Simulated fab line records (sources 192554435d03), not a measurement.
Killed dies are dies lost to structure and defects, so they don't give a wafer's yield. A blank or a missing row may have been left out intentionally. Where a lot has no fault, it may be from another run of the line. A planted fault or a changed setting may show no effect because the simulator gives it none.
Chamber matching || flow n5 finfet || N5_FIN_SAQP_HM_DEP_72 on pecvd-01: 3 sister chambers
The step deposits SiO2 from SiH4/N2O, target thk 12 nm, time 7.2 s. 3 wafers are shown with their chamber, then 10 later ones without.

== WAFERS, EACH WITH ITS CHAMBER ==
{"wafer": "L085.6", "chamber": 2, "showerhead plenum p Torr (Torr)": 8.09}
{"wafer": "L086.5", "chamber": 0, "showerhead plenum p Torr (Torr)": 8.01}
{"wafer": "L087.4", "chamber": 1, "showerhead plenum p Torr (Torr)": 8.20}

== WAFERS WITHOUT THEIR CHAMBER ==
{"wafer": "L087.5", "showerhead plenum p Torr (Torr)": 8.09}
{"wafer": "L093.2", "showerhead plenum p Torr (Torr)": 8.08}
{"wafer": "L093.3", "showerhead plenum p Torr (Torr)": 8.20}
{"wafer": "L093.4", "showerhead plenum p Torr (Torr)": 8.19}
{"wafer": "L095.2", "showerhead plenum p Torr (Torr)": 8.03}
{"wafer": "L095.4", "showerhead plenum p Torr (Torr)": 8.19}
{"wafer": "L095.6", "showerhead plenum p Torr (Torr)": 8.05}
{"wafer": "L097.1", "showerhead plenum p Torr (Torr)": 8.09}
{"wafer": "L097.3", "showerhead plenum p Torr (Torr)": 8.20}
{"wafer": "L097.5", "showerhead plenum p Torr (Torr)": 8.03}

== THE CHAMBER EACH PASSED THROUGH ==
{"wafer": "L087.5", "from the rows above": 2, "in truth": 2}
{"wafer": "L093.2", "from the rows above": 2, "in truth": 2}
{"wafer": "L093.3", "from the rows above": 1, "in truth": 1}
{"wafer": "L093.4", "from the rows above": 1, "in truth": 1}
{"wafer": "L095.2", "from the rows above": 0, "in truth": 0}
{"wafer": "L095.4", "from the rows above": 1, "in truth": 1}
{"wafer": "L095.6", "from the rows above": "can't be placed: 2 or 0", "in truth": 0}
{"wafer": "L097.1", "from the rows above": 2, "in truth": 2}
{"wafer": "L097.3", "from the rows above": 1, "in truth": 1}
{"wafer": "L097.5", "from the rows above": 0, "in truth": 0}
Correctly placed: 9 of 10. From these rows, 1 cannot be placed; in 1 the true chamber is one of the candidates. Placed wrongly: 0.
How it was worked out, from the rows above alone: a wafer's distance from a chamber is the root of the sum, over the readings, of the square of ((its reading less the chamber's mean) divided by the reading's scatter). The wafer belongs to the nearest chamber; if the next one is less than 2 further off, it can't be placed. For every chamber, the mean is computed from those of its wafers that are shown. The scatter (one wafer shown for each chamber): square how far every hidden wafer sits from the nearest shown wafer, average those squares and take the square root.
